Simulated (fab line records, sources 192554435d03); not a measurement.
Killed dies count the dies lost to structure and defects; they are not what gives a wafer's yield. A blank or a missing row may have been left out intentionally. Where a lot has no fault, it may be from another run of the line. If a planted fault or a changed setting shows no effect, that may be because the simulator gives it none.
Chamber matching + flow n5 finfet + N5_HKMG_FIN_NWFM_ALD_20 on ald metal-04: 4 sister chambers
The step deposits TiAlC, target thk 2 nm, pulse time 3 s, purge time 2 s. 4 wafers are shown with their chamber, then 9 later ones without.

WAFERS WITH THEIR CHAMBER
| wafer  | chamber | heater power w (W) |
|--------|---------|--------------------|
| L079.3 | 2       | 475                |
| L084.1 | 1       | 527                |
| L084.2 | 0       | 463                |
| L084.3 | 3       | 532                |

WAFERS MISSING THEIR CHAMBER
| wafer  | heater power w (W) |
|--------|--------------------|
| L091.1 | 473                |
| L091.3 | 531                |
| L091.6 | 542                |
| L095.1 | 478                |
| L095.2 | 539                |
| L095.5 | 489                |
| L097.1 | 461                |
| L097.3 | 523                |
| L097.5 | 491                |

WHICH CHAMBER EACH ONE RAN IN
| wafer  | from the rows above     | in truth |
|--------|-------------------------|----------|
| L091.1 | can't be placed: 2 or 0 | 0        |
| L091.3 | can't be placed: 3 or 1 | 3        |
| L091.6 | can't be placed: 3 or 1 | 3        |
| L095.1 | can't be placed: 2 or 0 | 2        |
| L095.2 | can't be placed: 3 or 1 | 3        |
| L095.5 | can't be placed: 2 or 0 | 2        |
| L097.1 | can't be placed: 0 or 2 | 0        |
| L097.3 | can't be placed: 1 or 3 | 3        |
| L097.5 | can't be placed: 2 or 0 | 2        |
Placed correctly: 0 of 9. Not placeable from these rows: 9 (in 9, the candidates include the true chamber). Placed wrongly: 0.
How it was worked out, from the rows above alone: a wafer's distance from a chamber is the root of the sum, over the readings, of the square of ((its reading less the chamber's mean) divided by the reading's scatter). The wafer belongs to the nearest chamber; if the next one is less than 2 further off, it can't be placed. The mean given for a chamber averages the wafers shown for that chamber. The scatter: with one shown wafer a chamber, the root of the mean of the squares of how far each hidden wafer lies from its nearest shown one.
